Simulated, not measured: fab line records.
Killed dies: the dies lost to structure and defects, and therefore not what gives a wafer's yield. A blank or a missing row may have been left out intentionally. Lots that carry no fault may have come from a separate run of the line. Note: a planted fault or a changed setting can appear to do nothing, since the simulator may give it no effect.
Matching of chambers || flow n5_finfet || 3 sister chambers for N5_BEOL_M0_CO_CAP_123 on cvd_co-01
The step material Co, precursor CCTBA/H2, target thk 2 nm, time 102.1 s. 18 wafers are shown with their chamber, then 9 later ones without.

## WAFERS, EACH WITH ITS CHAMBER
{"wafer": "L080.3", "chamber": 0, "heater_power_w (W)": 219, "susceptor_temp_C (C)": 200.24}
{"wafer": "L080.4", "chamber": 2, "heater_power_w (W)": 229, "susceptor_temp_C (C)": 200.06}
{"wafer": "L080.5", "chamber": 0, "heater_power_w (W)": 211, "susceptor_temp_C (C)": 200.41}
{"wafer": "L085.1", "chamber": 2, "heater_power_w (W)": 222, "susceptor_temp_C (C)": 199.60}
{"wafer": "L085.3", "chamber": 0, "heater_power_w (W)": 215, "susceptor_temp_C (C)": 199.83}
{"wafer": "L085.4", "chamber": 1, "heater_power_w (W)": 223, "susceptor_temp_C (C)": 200.12}
{"wafer": "L088.1", "chamber": 2, "heater_power_w (W)": 220, "susceptor_temp_C (C)": 199.82}
{"wafer": "L088.2", "chamber": 1, "heater_power_w (W)": 215, "susceptor_temp_C (C)": 200.15}
{"wafer": "L088.5", "chamber": 0, "heater_power_w (W)": 211, "susceptor_temp_C (C)": 200.15}
{"wafer": "L089.1", "chamber": 0, "heater_power_w (W)": 214, "susceptor_temp_C (C)": 199.91}
{"wafer": "L089.4", "chamber": 2, "heater_power_w (W)": 225, "susceptor_temp_C (C)": 199.90}
{"wafer": "L089.6", "chamber": 0, "heater_power_w (W)": 220, "susceptor_temp_C (C)": 199.73}
{"wafer": "L090.1", "chamber": 2, "heater_power_w (W)": 223, "susceptor_temp_C (C)": 200.03}
{"wafer": "L090.2", "chamber": 0, "heater_power_w (W)": 216, "susceptor_temp_C (C)": 199.81}
{"wafer": "L090.3", "chamber": 1, "heater_power_w (W)": 223, "susceptor_temp_C (C)": 199.94}
{"wafer": "L091.1", "chamber": 2, "heater_power_w (W)": 220, "susceptor_temp_C (C)": 200.13}
{"wafer": "L091.3", "chamber": 1, "heater_power_w (W)": 219, "susceptor_temp_C (C)": 199.77}
{"wafer": "L091.6", "chamber": 2, "heater_power_w (W)": 218, "susceptor_temp_C (C)": 200.08}

SIGNATURES (means of the wafers above)
{"reading": "heater_power_w", "chamber 0": 215.14, "chamber 1": 220.00, "chamber 2": 222.43, "scatter within a chamber": 3.66}
{"reading": "susceptor_temp_C", "chamber 0": 200.0114, "chamber 1": 199.9950, "chamber 2": 199.9457, "scatter within a chamber": 0.215}
Rule: a wafer lies at a distance from a chamber equal to the root of the sum of squares, over the readings, of (its reading less the chamber's mean, divided by the reading's scatter). If the next closest chamber is less than 2 further off than the closest, the wafer can't be placed; otherwise it belongs to the closest. The scatter is the square root of a quotient: the sum, over the shown wafers, of each reading's squared deviation from its chamber's mean, divided by wafers minus chambers.

## WAFERS MISSING THEIR CHAMBER
{"wafer": "L092.1", "heater_power_w (W)": 216, "susceptor_temp_C (C)": 199.96}
{"wafer": "L092.4", "heater_power_w (W)": 216, "susceptor_temp_C (C)": 199.91}
{"wafer": "L092.6", "heater_power_w (W)": 224, "susceptor_temp_C (C)": 200.03}
{"wafer": "L094.1", "heater_power_w (W)": 217, "susceptor_temp_C (C)": 199.89}
{"wafer": "L094.2", "heater_power_w (W)": 222, "susceptor_temp_C (C)": 199.81}
{"wafer": "L094.5", "heater_power_w (W)": 217, "susceptor_temp_C (C)": 200.02}
{"wafer": "L095.1", "heater_power_w (W)": 217, "susceptor_temp_C (C)": 199.87}
{"wafer": "L095.2", "heater_power_w (W)": 220, "susceptor_temp_C (C)": 199.72}
{"wafer": "L095.5", "heater_power_w (W)": 219, "susceptor_temp_C (C)": 199.97}

## EACH ONE'S CHAMBER
{"wafer": "L092.1", "from the rows above": "can't be placed: 0 or 1 or 2", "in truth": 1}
{"wafer": "L092.4", "from the rows above": "can't be placed: 0 or 1 or 2", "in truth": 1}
{"wafer": "L092.6", "from the rows above": "can't be placed: 2 or 1 or 0", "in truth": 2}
{"wafer": "L094.1", "from the rows above": "can't be placed: 0 or 1 or 2", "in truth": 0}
{"wafer": "L094.2", "from the rows above": "can't be placed: 2 or 1 or 0", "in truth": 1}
{"wafer": "L094.5", "from the rows above": "can't be placed: 0 or 1 or 2", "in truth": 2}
{"wafer": "L095.1", "from the rows above": "can't be placed: 0 or 1 or 2", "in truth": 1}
{"wafer": "L095.2", "from the rows above": "can't be placed: 2 or 1 or 0", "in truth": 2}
{"wafer": "L095.5", "from the rows above": "can't be placed: 1 or 2 or 0", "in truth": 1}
Placed correctly: 0 of 9. Cannot be placed on the basis of these rows: 9; the candidates contain the true chamber in 9. Placed wrongly: 0.
